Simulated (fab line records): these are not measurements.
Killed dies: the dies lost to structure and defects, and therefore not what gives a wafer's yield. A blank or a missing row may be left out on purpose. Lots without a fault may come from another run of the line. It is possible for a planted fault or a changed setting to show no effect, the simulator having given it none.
fab line records	flow nandHarc
[record] lots = 24	wafers = 72	lastDay = 34
route steps=1302 shown P_CONTACT@218 P_M1@301
lots that met no fault: from a run of the same line without faults
startH: start of the lot's first displayed wafer, in hours after the record's first day	waitH: time in hours since the lot's previous step	" as in the row above	L1.1+2: a row that stands for several wafers	- value missing, or start not given	* or withheld: withheld	< > ~ a bound
route shown NAME@n: NAME is a module with steps in the file, n the number in the route of the first one	usual: mean/standard deviation taken from wafers without a fault	same: alike in all rows	chamber/n: place in a boat	sites: each site's reading	_std_site: their standard deviation	_edge_site: mean of outer sites minus mean of inner sites	radiusMm: for every site, how far away it sits from the centre of the wafer	mask NAME#n: copy n	behind: the last tool/chamber to shape the wafer	hold: the reason the lot was held/the length of the hold in hours/how it ended	device: transistor that didn't switch, given as n, p or np	end of line: tests of these same wafers at the route's end	step lacking rows: just its recipe	killed: dies that structure and defects cost at the first sort, which is not the same as the wafer's yield	map: the dies of a wafer, with x for killed, . for not killed, _ for no die there
set.NAME: the setting the step ran with; set.NAME@STEP: the setting that earlier step ran with	model.NAME: the simulator's own value behind a step, which no gauge read
one table for each step of the route and one row for each wafer, over a sample of lots
services: the hour from which a tool's chamber was out of use, counted from the record's first day as startH (under 0 if before that day), plus the number of hours and why
[[steps]]
[step NHARC_P_CONTACT_DEP_00]
[recipe] targetThkA = 5000	tempC = 400	pressureTorr = 6.5	rfW = 900	teosFlowSccm = 161.4	flowSccm = 2650	targetThkNm = 500	gas = O2	material = SiO2
[usual] heaterPowerW = 543/74	mfcPrecursorSccm = 161.4/0.55	throttleValvePct = 15.6/0.45
lot.wafer	tool	chamber	startH	waitH	heaterPowerW	mfcPrecursorSccm	throttleValvePct
L075.3	pecvd-03	2	-	-	496	161.2	15.5
L075.2	"	0	"	"	497	161.7	16.2
L075.4	"	0	"	"	528	161.1	16.3
L076.3	pecvd-01	1	-	-	628	161.2	15.1
L076.2	"	2	"	"	547	161.2	16.0
L076.6	"	2	"	"	567	161.4	15.9
L077.1	pecvd-03	2	-	-	617	160.9	15.5
L077.6	"	0	"	"	565	161.6	16.2
L077.5	"	2	"	"	627	161.3	15.6
L074.6	pecvd-02	1	-	-	450	161.5	14.7
L074.5	"	2	"	"	559	160.9	15.5
L074.4	"	0	"	"	515	161.7	15.4
L078.1	pecvd-01	2	-	-	569	161.3	16.2
L078.4	"	0	"	"	622	161.9	15.5
L078.6	"	2	"	"	593	161.1	15.8
L079.1	pecvd-02	1	-	-	433	161.6	14.7
L079.4	"	1	"	"	443	161.6	14.3
L079.5	"	2	"	"	638	162.0	15.5
L080.4	pecvd-02	2	-	-	559	162.0	15.6
L080.6	"	0	"	"	419	161.8	15.5
L080.5	"	1	"	"	516	161.6	14.5
L081.3	pecvd-02	0	-	-	491	160.6	15.3
L081.6	"	1	"	"	384	161.3	14.6
L081.4	"	2	"	"	552	161.6	15.7
L082.2	pecvd-01	0	-	-	645	161.2	15.9
L082.4	"	0	"	"	495	161.0	15.9
L082.5	"	1	"	"	668	161.0	15.3
L083.2	pecvd-03	0	-	-	527	161.0	15.7
L083.5	"	1	"	"	552	160.9	15.6
L083.6	"	2	"	"	540	161.2	15.3
L085.3	pecvd-03	0	-	-	505	162.5	15.9
L085.6	"	1	"	"	471	161.1	15.5
L085.5	"	2	"	"	616	161.1	15.2
L084.2	pecvd-01	1	-	-	661	162.6	15.4
L084.1	"	0	"	"	600	161.7	15.9
L084.5	"	0	"	"	616	161.1	15.9
L086.1	pecvd-01	1	-	-	685	161.6	15.3
L086.4	"	2	"	"	504	161.0	16.4
L086.6	"	0	"	"	505	162.5	16.0
L087.2	pecvd-02	2	-	-	617	161.8	15.7
L087.5	"	2	"	"	642	162.1	15.9
L087.6	"	1	"	"	414	161.4	14.9
L088.1	pecvd-02	1	-	-	531	161.7	15.3
L088.3	"	2	"	"	629	161.9	15.7
L088.2	"	0	"	"	522	161.4	15.6
L089.2	pecvd-02	2	-	-	591	160.7	15.8
L089.3	"	0	"	"	419	160.5	15.5
L089.4	"	0	"	"	449	160.8	15.7
L090.1	pecvd-03	1	-	-	427	162.3	15.8
L090.2	"	0	"	"	486	161.9	15.9
L090.4	"	0	"	"	500	162.1	16.2
L091.3	pecvd-03	1	-	-	516	160.8	15.7
L091.5	"	2	"	"	603	161.8	15.5
L091.4	"	0	"	"	516	162.2	16.4
L093.2	pecvd-02	1	-	-	533	160.9	14.7
L093.1	"	0	"	"	468	161.4	16.1
L093.5	"	2	"	"	518	162.3	15.9
L092.3	pecvd-01	2	-	-	635	161.3	16.6
L092.2	"	0	"	"	652	160.5	16.0
L092.5	"	1	"	"	690	161.3	15.7
L094.3	pecvd-02	2	-	-	602	161.4	16.1
L094.4	"	0	"	"	451	161.4	15.9
L094.6	"	2	"	"	632	160.8	15.7
L095.5	pecvd-03	0	-	-	503	163.0	16.6
L095.6	"	1	"	"	434	160.6	15.6
L095.4	"	2	"	"	520	161.2	15.5
L096.3	pecvd-02	2	-	-	671	160.9	15.7
L096.6	"	2	"	"	668	160.8	15.5
L096.4	"	1	"	"	481	160.7	15.0
L097.1	pecvd-03	2	-	-	597	161.7	15.3
L097.4	"	1	"	"	550	161.9	15.8
L097.6	"	0	"	"	388	161.0	16.4
[step NHARC_P_CONTACT_DESCUM_17]
[recipe] timeS = 3	o2FlowSccm = 200	arFlowSccm = 0	biasPowerW = 0	chemistry = O2
[usual] chamberPressureMTorr = 60.00/0.05	drypumpMotorCurrentA = 5.9/0.47	oesProductAu = 1.000/0.0094	rfVppV = 58.1/0.96	showerheadPlenumPTorr = 1.96/0.048	throttleValvePct = 11.310/0.009
[same] biasPowerW = 0
lot.wafer	tool	chamber	startH	waitH	chamberPressureMTorr	drypumpMotorCurrentA	oesProductAu	rfHoursCounterH	rfVppV	showerheadPlenumPTorr	throttleValvePct
L075.2	rieDiel-08	2	133.18	0.1	59.95	5.4	1.006	2.4	57.9	1.94	11.289
L075.3	"	1	"	"	59.99	5.9	1.006	2.5	57.9	2.05	11.326
L075.4	"	1	"	"	60.03	5.9	1.007	-	58.5	2.05	11.304
L076.2	rieDiel-08	0	146.04	0.1	60.03	6.6	0.997	2.8	57.8	1.94	11.320
L076.3	"	2	"	"	60.05	5.4	0.997	3.1	58.1	1.94	11.314
L076.6	"	1	"	"	60.06	5.9	1.008	-	60.2	2.05	11.306
L077.1	rieDiel-08	0	151.28	0.1	60.01	6.6	1.018	3.2	57.3	1.94	11.309
L077.6	"	3	"	"	60.16	5.5	1.009	-	57.1	1.93	11.321
L077.5	"	0	"	"	60.08	6.6	1.008	-	58.1	1.94	11.307
L074.4	rieDiel-13	1	153.19	0.1	60.06	5.5	0.994	3.6	57.1	1.99	11.319
L074.5	"	3	"	"	59.97	6.1	1.001	-	57.5	1.97	11.307
L074.6	"	0	"	"	59.91	6.5	0.993	-	57.2	1.92	11.319
L078.1	rieDiel-13	2	158.03	0.1	60.02	5.5	0.996	4.1	57.6	1.97	11.295
L078.4	"	2	"	"	59.94	5.5	1.000	-	58.4	1.97	11.316
L078.6	"	3	"	"	60.02	6.1	1.007	-	58.0	1.97	11.308
L079.1	rieDiel-08	1	166.14	0.1	60.03	5.9	1.009	4.1	58.9	2.05	11.302
L079.4	"	2	"	"	60.06	5.4	1.001	4.0	57.5	1.94	11.302
L079.5	"	1	"	"	59.93	5.9	1.016	-	59.1	2.05	11.316
L080.4	rieDiel-10	3	178.29	0.1	59.97	5.1	1.008	5.1	58.8	1.87	11.294
L080.6	"	3	"	"	59.98	5.1	0.989	-	56.6	1.87	11.311
L080.5	"	0	"	"	59.96	6.1	0.991	-	57.2	1.93	11.314
L081.3	rieDiel-13	1	187.64	0.1	59.97	5.5	1.004	0.2	59.2	1.99	11.303
L081.4	"	2	"	"	59.98	5.5	0.987	0.3	57.9	1.97	11.311
L081.6	"	1	"	"	60.05	5.5	1.000	-	59.6	1.99	11.307
L082.2	rieDiel-08	3	202.02	0.1	59.92	5.5	0.990	0	59.5	1.93	11.305
L082.5	"	1	"	"	60.03	5.9	0.999	-	58.4	2.05	11.304
L082.4	"	2	"	"	60.04	5.4	0.983	-	56.8	1.94	11.314
L083.2	rieDiel-08	0	206.45	0.1	60.01	6.6	0.997	0	57.6	1.94	11.305
L083.6	"	0	"	"	59.97	6.6	0.991	-	57.4	1.94	11.315
L083.5	"	1	"	"	59.97	5.9	1.001	-	60.5	2.05	11.314
L085.3	rieDiel-08	2	226.87	0.1	60.05	5.4	0.987	1.0	56.1	1.94	11.301
L085.6	"	2	"	"	59.87	5.4	0.996	-	58.2	1.94	11.320
L085.5	"	1	"	"	59.95	5.9	1.008	-	58.6	2.05	11.300
L084.1	rieDiel-08	0	229.89	0.1	60.08	6.6	1.000	1.1	56.9	1.94	11.312
L084.2	"	1	"	"	59.99	5.9	1.006	1.6	59.9	2.05	11.322
L084.5	"	0	"	"	60.02	6.6	0.996	-	58.1	1.94	11.314
L086.1	rieDiel-10	3	237.54	0.1	59.98	5.1	0.987	9.6	58.8	1.87	11.307
L086.4	"	3	"	"	59.96	5.1	0.990	-	57.2	1.86	11.301
L086.6	"	1	"	"	60.04	6.5	0.993	-	57.8	2.00	11.308
L087.2	rieDiel-13	1	267.85	0.1	60.00	5.5	0.998	1.6	57.6	1.99	11.306
L087.5	"	2	"	"	60.09	5.5	1.007	-	57.0	1.97	11.313
L087.6	"	3	"	"	60.06	6.1	1.007	-	57.3	1.97	11.317
L088.3	rieDiel-08	0	268.55	0.1	60.08	6.6	0.996	2.0	58.5	1.94	11.294
L088.1	"	1	"	"	59.94	5.9	1.018	2.5	58.3	2.05	11.293
L088.2	"	3	"	"	59.99	5.5	1.009	1.4	56.2	1.93	11.308
L089.2	rieDiel-08	3	281.67	0.1	60.00	5.5	1.011	1.8	56.8	1.93	11.308
L089.4	"	0	"	"	60.03	6.6	0.992	2.3	57.3	1.94	11.324
L089.3	"	1	"	"	60.01	5.9	1.010	3.1	60.3	2.05	11.319
L090.4	rieDiel-13	2	283.03	0.1	59.93	5.5	0.994	2.3	58.4	1.97	11.290
L090.1	"	0	"	"	60.00	6.5	0.996	2.4	58.6	1.92	11.302
L090.2	"	1	"	"	60.02	5.5	0.988	2.2	59.8	1.99	11.311
L091.3	rieDiel-10	3	289.58	0.1	60.02	5.1	0.986	0.7	57.9	1.86	11.306
L091.4	"	2	"	"	60.00	6.6	1.005	2.1	58.0	2.04	11.310
L091.5	"	3	"	"	59.99	5.2	0.989	-	57.7	1.86	11.317
L093.1	rieDiel-13	1	301.40	0.1	60.06	5.5	0.995	2.8	56.9	1.99	11.312
L093.2	"	2	"	"	59.97	5.5	1.009	3.0	59.1	1.97	11.299
L093.5	"	1	"	"	59.99	5.5	0.995	-	57.7	1.99	11.317
L092.3	rieDiel-13	2	303.78	0.1	59.94	5.5	0.998	3.2	57.2	1.97	11.299
L092.2	"	3	"	"	59.97	6.1	0.996	3.6	57.8	1.97	11.308
L092.5	"	3	"	"	59.92	6.1	0.998	-	57.1	1.97	11.313
L094.4	rieDiel-08	0	314.58	0.1	60.05	6.6	0.992	3.4	57.2	1.94	11.311
L094.3	"	2	"	"	59.96	5.4	1.005	4.2	58.7	1.94	11.300
L094.6	"	0	"	"	60.02	6.6	0.998	-	59.1	1.94	11.294
L095.4	rieDiel-08	2	330.87	0.1	60.07	5.4	0.987	4.7	56.9	1.94	11.321
L095.5	"	0	"	"	59.99	6.6	0.990	-	58.2	1.94	11.333
L095.6	"	1	"	"	60.01	5.9	1.014	-	58.1	2.04	11.309
L096.4	rieDiel-13	2	335.10	0.1	60.07	5.5	1.001	4.4	58.3	1.97	11.322
L096.3	"	3	"	"	60.00	6.1	0.997	4.9	58.5	1.97	11.315
L096.6	"	1	"	"	60.11	5.5	0.987	-	57.9	1.98	11.312
L097.4	rieDiel-10	2	346.62	0.1	59.99	6.7	1.015	4.6	56.7	2.04	11.313
L097.1	"	1	"	"	60.11	6.5	1.011	4.7	57.1	1.99	11.316
L097.6	"	2	"	"	60.06	6.6	1.012	-	58.7	2.04	11.309
[step NHARC_P_CONTACT_PVD_32]
[recipe] targetThkA = 50	chamberPressurePa = 5	powerW = 5000	substrateTempC = 200	timeS = 17.7	material = Ti
[usual] throttleValvePct = 29.8/0.96
lot.wafer	tool	chamber	startH	waitH	throttleValvePct
L075.2	pvdSputter-03	-	-	-	30.8
L075.3	"	-	"	"	28.2
L075.4	"	-	"	"	30.1
L076.3	pvdSputter-01	-	-	-	31.0
L076.2	"	-	"	"	29.3
L076.6	"	-	"	"	31.2
L077.1	pvdSputter-03	-	-	-	30.3
L077.5	"	-	"	"	31.1
L077.6	"	-	"	"	28.0
L074.4	pvdSputter-03	-	-	-	30.0
L074.5	"	-	"	"	31.0
L074.6	"	-	"	"	28.4
L078.4	pvdSputter-03	-	-	-	30.3
L078.1	"	-	"	"	31.0
L078.6	"	-	"	"	30.0
L079.1	pvdSputter-02	-	-	-	30.4
L079.4	"	-	"	"	30.7
L079.5	"	-	"	"	29.3
L080.4	pvdSputter-02	-	-	-	30.7
L080.6	"	-	"	"	30.2
L080.5	"	-	"	"	30.7
L081.3	pvdSputter-02	-	-	-	29.1
L081.4	"	-	"	"	28.7
L081.6	"	-	"	"	30.2
L082.4	pvdSputter-03	-	-	-	29.6
L082.2	"	-	"	"	30.1
L082.5	"	-	"	"	31.6
L083.2	pvdSputter-02	-	-	-	29.0
L083.6	"	-	"	"	30.6
L083.5	"	-	"	"	28.6
L085.3	pvdSputter-03	-	-	-	30.1
L085.6	"	-	"	"	31.3
L085.5	"	-	"	"	28.5
L084.2	pvdSputter-03	-	-	-	28.7
L084.1	"	-	"	"	29.8
L084.5	"	-	"	"	28.6
L086.4	pvdSputter-02	-	-	-	28.3
L086.1	"	-	"	"	29.2
L086.6	"	-	"	"	29.1
L087.2	pvdSputter-02	-	-	-	30.3
L087.5	"	-	"	"	30.6
L087.6	"	-	"	"	28.6
L088.1	pvdSputter-03	-	-	-	29.6
L088.2	"	-	"	"	31.1
L088.3	"	-	"	"	28.9
L089.2	pvdSputter-03	-	-	-	31.1
L089.4	"	-	"	"	30.1
L089.3	"	-	"	"	30.0
L090.1	pvdSputter-01	-	-	-	30.6
L090.4	"	-	"	"	31.0
L090.2	"	-	"	"	29.0
L091.4	pvdSputter-03	-	-	-	29.8
L091.3	"	-	"	"	29.9
L091.5	"	-	"	"	29.4
L093.2	pvdSputter-01	-	-	-	30.5
L093.1	"	-	"	"	29.0
L093.5	"	-	"	"	30.7
L092.2	pvdSputter-03	-	-	-	28.7
L092.3	"	-	"	"	30.2
L092.5	"	-	"	"	29.7
L094.4	pvdSputter-03	-	-	-	28.8
L094.3	"	-	"	"	29.5
L094.6	"	-	"	"	30.1
L095.4	pvdSputter-01	-	-	-	31.0
L095.6	"	-	"	"	29.1
L095.5	"	-	"	"	30.5
L096.4	pvdSputter-03	-	-	-	29.7
L096.3	"	-	"	"	31.3
L096.6	"	-	"	"	29.9
L097.4	pvdSputter-02	-	-	-	29.1
L097.1	"	-	"	"	28.3
L097.6	"	-	"	"	31.2
[step NHARC_P_M1_CD_MEAS_16]
[usual] cdNm = 129.9/0.92
lot.wafer	tool	chamber	startH	waitH	cdNm
L075.2	cdSem-02	-	142.44	-	128.8
L075.3	"	-	"	"	128.2
L075.4	"	-	"	"	129.5
L076.2	cdSem-02	-	154.57	-	127.8
L076.3	"	-	"	"	130.0
L076.6	"	-	"	"	129.2
L077.1	cdSem-01	-	159.86	-	129.4
L077.5	"	-	"	"	131.5
L077.6	"	-	"	"	131.3
L074.4	cdSem-01	-	162.03	-	130.4
L074.5	"	-	"	"	131.2
L074.6	"	-	"	"	129.7
L078.1	cdSem-03	-	166.66	-	130.4
L078.4	"	-	"	"	129.1
L078.6	"	-	"	"	132.0
L079.1	cdSem-01	-	174.55	-	129.7
L079.4	"	-	"	"	129.9
L079.5	"	-	"	"	129.3
L080.4	cdSem-02	-	187.09	-	131.0
L080.5	"	-	"	"	131.2
L080.6	"	-	"	"	131.6
L081.3	cdSem-01	-	196.67	-	129.3
L081.4	"	-	"	"	128.6
L081.6	"	-	"	"	129.0
L082.2	cdSem-03	-	210.59	-	129.3
L082.4	"	-	"	"	130.1
L082.5	"	-	"	"	129.6
L083.2	cdSem-02	-	215.08	-	130.8
L083.5	"	-	"	"	130.4
L083.6	"	-	"	"	129.5
L085.3	cdSem-01	-	235.82	-	130.0
L085.5	"	-	"	"	130.8
L085.6	"	-	"	"	129.6
L084.1	cdSem-02	-	238.59	-	128.8
L084.2	"	-	"	"	127.6
L084.5	"	-	"	"	128.8
L086.1	cdSem-02	-	246.28	-	129.6
L086.4	"	-	"	"	129.7
L086.6	"	-	"	"	129.9
L087.2	cdSem-01	-	276.58	-	130.1
L087.5	"	-	"	"	130.9
L087.6	"	-	"	"	129.7
L088.1	cdSem-01	-	277.47	-	130.8
L088.2	"	-	"	"	129.6
L088.3	"	-	"	"	129.4
L089.2	cdSem-01	-	290.43	-	130.5
L089.3	"	-	"	"	130.3
L089.4	"	-	"	"	130.4
L090.1	cdSem-01	-	291.59	-	129.7
L090.2	"	-	"	"	130.8
L090.4	"	-	"	"	128.9
L091.3	cdSem-02	-	298.15	-	128.6
L091.4	"	-	"	"	128.5
L091.5	"	-	"	"	128.4
L093.1	cdSem-01	-	310.21	-	129.7
L093.2	"	-	"	"	129.6
L093.5	"	-	"	"	129.5
L092.2	cdSem-01	-	312.33	-	130.0
L092.3	"	-	"	"	130.2
L092.5	"	-	"	"	130.5
L094.3	cdSem-01	-	323.23	-	129.7
L094.4	"	-	"	"	128.9
L094.6	"	-	"	"	128.0
L095.4	cdSem-03	-	339.50	-	129.6
L095.5	"	-	"	"	129.5
L095.6	"	-	"	"	129.4
L096.3	cdSem-02	-	344.12	-	131.2
L096.4	"	-	"	"	131.3
L096.6	"	-	"	"	131.1
L097.1	cdSem-01	-	355.02	-	129.6
L097.4	"	-	"	"	129.5
L097.6	"	-	"	"	129.4
[step NHARC_P_M1_STRIP_18]
[recipe] powerW = 1000	n2FlowSccm = 150	h2FlowSccm = 150	arFlowSccm = 0	biasW = 0	chemistry = N2/H2
[usual] chamberPressureMTorr = 30.003/0.026	drypumpMotorCurrentA = 5.9/0.36	oesProductAu = 1.002/0.008	rfVppV = 90.6/0.96	showerheadPlenumPTorr = 2.03/0.094	throttleValvePct = 14.170/0.0085
lot.wafer	tool	chamber	startH	waitH	chamberPressureMTorr	drypumpMotorCurrentA	oesProductAu	rfHoursCounterH	rfVppV	showerheadPlenumPTorr	throttleValvePct
L075.2	rieDiel-12	0	142.54	0.1	30.014	5.5	0.999	3	90.1	1.93	14.181
L075.3	"	1	"	"	29.994	5.4	0.990	3	91.2	2.14	14.163
L075.4	"	2	"	"	30.008	5.6	1.006	3	92.1	2.09	14.175
L076.2	rieDiel-12	2	154.70	0.1	29.976	5.6	1.008	4	90.9	2.09	14.179
L076.3	"	3	"	"	30.038	5.8	0.999	4	90.0	1.93	14.163
L076.6	"	0	"	"	29.991	5.5	0.994	-	89.9	1.93	14.155
L077.1	rieDiel-12	3	159.96	0.1	29.981	5.8	1.008	5	88.9	1.93	14.176
L077.6	"	2	"	"	30.026	5.6	0.996	-	91.2	2.09	14.173
L077.5	"	3	"	"	30.066	5.8	1.005	-	89.5	1.93	14.167
L074.4	rieDiel-09	0	162.13	0.1	30.019	5.7	0.995	1	89.0	1.97	14.182
L074.5	"	3	"	"	30.010	6.3	0.995	-	89.6	1.91	14.173
L074.6	"	0	"	"	30.009	5.7	1.002	-	91.0	1.97	14.168
L078.1	rieDiel-09	2	166.78	0.1	30.051	6.5	1.011	2	90.0	2.13	14.175
L078.4	"	3	"	"	30.008	6.3	1.002	2	91.3	1.91	14.163
L078.6	"	0	"	"	29.951	5.7	0.998	-	90.4	1.97	14.174
L079.4	rieDiel-09	3	174.65	0.1	29.954	6.3	1.009	2	89.6	1.91	14.179
L079.1	"	1	"	"	30.017	6.0	1.005	2	92.3	2.13	14.162
L079.5	"	2	"	"	30.015	6.5	0.998	-	90.8	2.13	14.177
L080.4	rieDiel-09	3	187.15	0.1	30.006	6.3	1.000	2	90.2	1.91	14.172
L080.6	"	3	"	"	30.019	6.3	1.008	-	89.3	1.91	14.150
L080.5	"	0	"	"	29.978	5.7	0.992	-	91.1	1.97	14.168
L081.4	rieDiel-09	3	196.77	0.1	29.918	6.3	1.004	4	89.7	1.91	14.163
L081.3	"	0	"	"	30.021	5.8	1.004	4	90.7	1.97	14.174
L081.6	"	2	"	"	29.994	6.5	1.014	-	91.7	2.13	14.162
L082.2	rieDiel-09	3	210.69	0.1	29.985	6.3	1.003	5	90.0	1.91	14.150
L082.4	"	1	"	"	30.011	6.0	1.005	4	90.7	2.13	14.180
L082.5	"	2	"	"	30.011	6.5	1.007	-	90.6	2.13	14.167
L083.2	rieDiel-09	2	215.18	0.1	30.022	6.5	1.008	4	91.2	2.13	14.179
L083.5	"	1	"	"	30.026	6.0	1.006	-	91.8	2.13	14.174
L083.6	"	2	"	"	29.953	6.5	1.006	-	90.9	2.13	14.159
L085.3	rieDiel-09	3	235.96	0.1	29.976	6.3	1.003	7	90.3	1.91	14.169
L085.6	"	0	"	"	30.020	5.7	1.001	-	89.4	1.97	14.166
L085.5	"	1	"	"	30.028	6.0	1.022	-	90.8	2.13	14.183
L084.1	rieDiel-09	2	238.69	0.1	29.986	6.5	1.006	7	90.9	2.12	14.180
L084.2	"	3	"	"	30.012	6.3	1.006	8	91.0	1.91	14.173
L084.5	"	2	"	"	30.010	6.5	1.004	-	91.9	2.12	14.163
L086.4	rieDiel-12	2	246.35	0.1	29.972	5.6	1.006	11	89.2	2.09	14.175
L086.1	"	1	"	"	30.055	5.4	0.994	11	90.0	2.14	14.170
L086.6	"	3	"	"	30.023	5.8	0.992	-	89.4	1.93	14.185
L087.2	rieDiel-09	3	276.75	0.2	30.006	6.3	0.997	11	89.5	1.91	14.167
L087.5	"	0	"	"	30.041	5.7	0.993	-	90.3	1.97	14.177
L087.6	"	1	"	"	29.988	6.0	1.003	-	91.1	2.13	14.184
L088.3	rieDiel-12	3	277.55	0.1	29.982	5.8	0.998	0	90.7	1.93	14.183
L088.1	"	0	"	"	29.966	5.5	1.009	0	89.0	1.93	14.167
L088.2	"	1	"	"	29.972	5.4	0.998	0	91.7	2.14	14.174
L089.3	rieDiel-09	0	290.50	0.1	29.994	5.7	0.997	12	90.1	1.97	14.149
L089.4	"	1	"	"	30.006	6.0	1.004	10	91.0	2.13	14.171
L089.2	"	2	"	"	30.013	6.5	1.004	10	91.9	2.12	14.165
L090.2	rieDiel-09	2	291.69	0.1	29.995	6.5	0.999	10	91.2	2.12	14.167
L090.4	"	3	"	"	29.985	6.3	1.010	12	90.7	1.91	14.168
L090.1	"	0	"	"	30.033	5.7	0.993	13	90.5	1.97	14.165
L091.4	rieDiel-02	1	298.22	0.1	30.044	5.8	1.014	26	90.9	1.96	14.164
L091.3	"	3	"	"	30.001	6.1	0.997	20	89.4	1.92	14.176
L091.5	"	1	"	"	30.001	5.8	1.002	-	89.7	1.96	14.171
L093.1	rieDiel-12	2	310.29	0.1	29.993	5.6	0.991	1	91.0	2.09	14.179
L093.2	"	1	"	"	30.011	5.4	1.000	1	91.9	2.14	14.171
L093.5	"	2	"	"	30.003	5.6	0.995	-	92.1	2.09	14.175
L092.3	rieDiel-12	1	312.42	0.1	29.990	5.4	1.000	1	90.3	2.14	14.155
L092.2	"	0	"	"	29.966	5.5	1.002	1	89.1	1.93	14.178
L092.5	"	2	"	"	30.004	5.6	0.993	-	89.7	2.09	14.154
L094.3	rieDiel-12	3	323.43	0.2	29.991	5.8	1.001	2	89.2	1.93	14.168
L094.4	"	1	"	"	29.988	5.4	0.995	2	91.1	2.14	14.176
L094.6	"	3	"	"	30.021	5.8	0.997	-	89.9	1.93	14.173
L095.4	rieDiel-12	1	339.64	0.1	29.980	5.4	0.989	3	91.6	2.14	14.187
L095.6	"	2	"	"	29.998	5.6	0.995	-	91.4	2.09	14.163
L095.5	"	3	"	"	29.982	5.8	0.991	-	90.0	1.93	14.170
L096.3	rieDiel-09	1	344.26	0.1	30.004	6.0	0.994	1	90.2	2.13	14.170
L096.6	"	3	"	"	30.005	6.3	1.027	-	89.3	1.91	14.171
L096.4	"	0	"	"	29.939	5.7	0.995	-	90.9	1.97	14.173
L097.1	rieDiel-09	3	355.12	0.1	30.037	6.3	1.010	2	88.2	1.91	14.176
L097.4	"	1	"	"	30.033	6.0	0.986	2	89.9	2.13	14.184
L097.6	"	3	"	"	29.994	6.3	1.013	-	89.6	1.91	14.186
[step NHARC_P_M1_PRE_CLEAN_30]
[recipe] timeS = 30	tempC = 280	gas = H2/He
[usual] heaterPowerW = 407/40
lot.wafer	tool	chamber	startH	waitH	heaterPowerW
L075.3	pvdSputter-02	-	-	-	324
L075.2	"	-	"	"	449
L075.4	"	-	"	"	372
L076.3	pvdSputter-01	-	-	-	416
L076.2	"	-	"	"	373
L076.6	"	-	"	"	435
L077.1	pvdSputter-02	-	-	-	340
L077.6	"	-	"	"	423
L077.5	"	-	"	"	334
L074.4	pvdSputter-01	-	-	-	381
L074.6	"	-	"	"	428
L074.5	"	-	"	"	428
L078.1	pvdSputter-01	-	-	-	473
L078.4	"	-	"	"	439
L078.6	"	-	"	"	414
L079.4	pvdSputter-01	-	-	-	425
L079.1	"	-	"	"	418
L079.5	"	-	"	"	476
L080.4	pvdSputter-03	-	-	-	364
L080.5	"	-	"	"	376
L080.6	"	-	"	"	434
L081.3	pvdSputter-02	-	-	-	450
L081.4	"	-	"	"	385
L081.6	"	-	"	"	333
L082.2	pvdSputter-03	-	-	-	376
L082.4	"	-	"	"	420
L082.5	"	-	"	"	380
L083.2	pvdSputter-01	-	-	-	480
L083.6	"	-	"	"	441
L083.5	"	-	"	"	424
L085.3	pvdSputter-01	-	-	-	410
L085.5	"	-	"	"	423
L085.6	"	-	"	"	415
L084.1	pvdSputter-03	-	-	-	362
L084.2	"	-	"	"	444
L084.5	"	-	"	"	357
L086.1	pvdSputter-02	-	-	-	415
L086.4	"	-	"	"	458
L086.6	"	-	"	"	415
L087.2	pvdSputter-02	-	-	-	428
L087.6	"	-	"	"	375
L087.5	"	-	"	"	417
L088.1	pvdSputter-03	-	-	-	434
L088.3	"	-	"	"	392
L088.2	"	-	"	"	353
L089.4	pvdSputter-01	-	-	-	408
L089.2	"	-	"	"	360
L089.3	"	-	"	"	453
L090.1	pvdSputter-02	-	-	-	450
L090.2	"	-	"	"	421
L090.4	"	-	"	"	337
L091.4	pvdSputter-03	-	-	-	449
L091.3	"	-	"	"	445
L091.5	"	-	"	"	371
L093.1	pvdSputter-02	-	-	-	321
L093.2	"	-	"	"	375
L093.5	"	-	"	"	323
L092.3	pvdSputter-03	-	-	-	364
L092.2	"	-	"	"	437
L092.5	"	-	"	"	431
L094.3	pvdSputter-01	-	-	-	468
L094.4	"	-	"	"	398
L094.6	"	-	"	"	472
L095.4	pvdSputter-03	-	-	-	347
L095.6	"	-	"	"	383
L095.5	"	-	"	"	452
L096.3	pvdSputter-02	-	-	-	447
L096.4	"	-	"	"	329
L096.6	"	-	"	"	387
L097.1	pvdSputter-01	-	-	-	408
L097.4	"	-	"	"	462
L097.6	"	-	"	"	407
[[services]]
tool	chamber	startH	hours	kind
rieDiel-09	2	109.31	4.7	repair
rieDiel-08	3	111.71	4.1	repair
rieDiel-08	0	129.75	7.4	repair
rieDiel-09	-	143.17	9.0	pm
rieDiel-13	0	153.55	8.5	repair
pecvd-03	0	154.11	12.2	repair
pvdSputter-03	-	170.00	10.0	pm
rieDiel-08	-	190.80	9.0	pm
rieDiel-08	0	201.78	3.5	repair
rieDiel-08	-	210.47	1.5	repair
rieDiel-08	3	223.95	6.8	repair
pvdSputter-01	-	226.00	10.0	pm
pecvd-02	-	227.40	13.0	pm
rieDiel-12	0	233.40	5.0	repair
rieDiel-09	1	251.16	3.1	repair
rieDiel-08	1	263.95	4.3	repair
rieDiel-12	-	268.40	9.0	pm
pvdSputter-01	-	269.80	2.5	repair
pvdSputter-02	-	282.00	10.0	pm
rieDiel-09	2	306.85	2.8	repair
rieDiel-09	-	320.17	9.0	pm
pecvd-02	-	328.18	1.4	repair
rieDiel-09	2	339.67	7.1	repair
pvdSputter-03	-	348.08	10.0	pm
[[key]]
fault none
